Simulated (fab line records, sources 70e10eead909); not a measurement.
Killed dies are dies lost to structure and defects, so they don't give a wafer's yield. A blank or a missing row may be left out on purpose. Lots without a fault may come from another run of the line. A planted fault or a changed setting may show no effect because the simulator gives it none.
Chamber matching | flow nand_harc | NHARC_A_SLIT_ETCH_24 on rie_diel-07: 4 sister chambers
The step etches the open film in CF4/CHF3, target depth 121 nm, time 60.5 s. 4 wafers are shown with their chamber, then 7 later ones without.

WAFERS WITH THEIR CHAMBER
wafer  | chamber | drypump_motor_current_A (A)
L080.3 | 2       | 6.1
L084.5 | 0       | 5.5
L085.1 | 1       | 5.3
L085.2 | 3       | 6.3

WAFERS WITHOUT THEIR CHAMBER
wafer  | drypump_motor_current_A (A)
L085.4 | 5.5
L089.2 | 6.3
L089.3 | 5.5
L089.6 | 6.1
L091.2 | 6.1
L091.3 | 5.4
L091.4 | 6.4

WHICH CHAMBER EACH WENT THROUGH
wafer  | from the rows above     | in truth
L085.4 | 0                       | 0
L089.2 | 3                       | 3
L089.3 | 0                       | 0
L089.6 | 2                       | 2
L091.2 | 2                       | 2
L091.3 | can't be placed: 0 or 1 | 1
L091.4 | 3                       | 3
Placed correctly: 6 of 7. Can't be placed from these rows: 1 (the true chamber is among the candidates in 1). Placed wrongly: 0.
How it was worked out, from the rows above alone: a wafer's distance from a chamber is the root of the sum, over the readings, of the square of ((its reading less the chamber's mean) divided by the reading's scatter). The wafer belongs to the nearest chamber; if the next one is less than 2 further off, it can't be placed. A chamber's mean is the mean of its shown wafers. The scatter: with one shown wafer a chamber, the root of the mean of the squares of how far each hidden wafer lies from its nearest shown one.
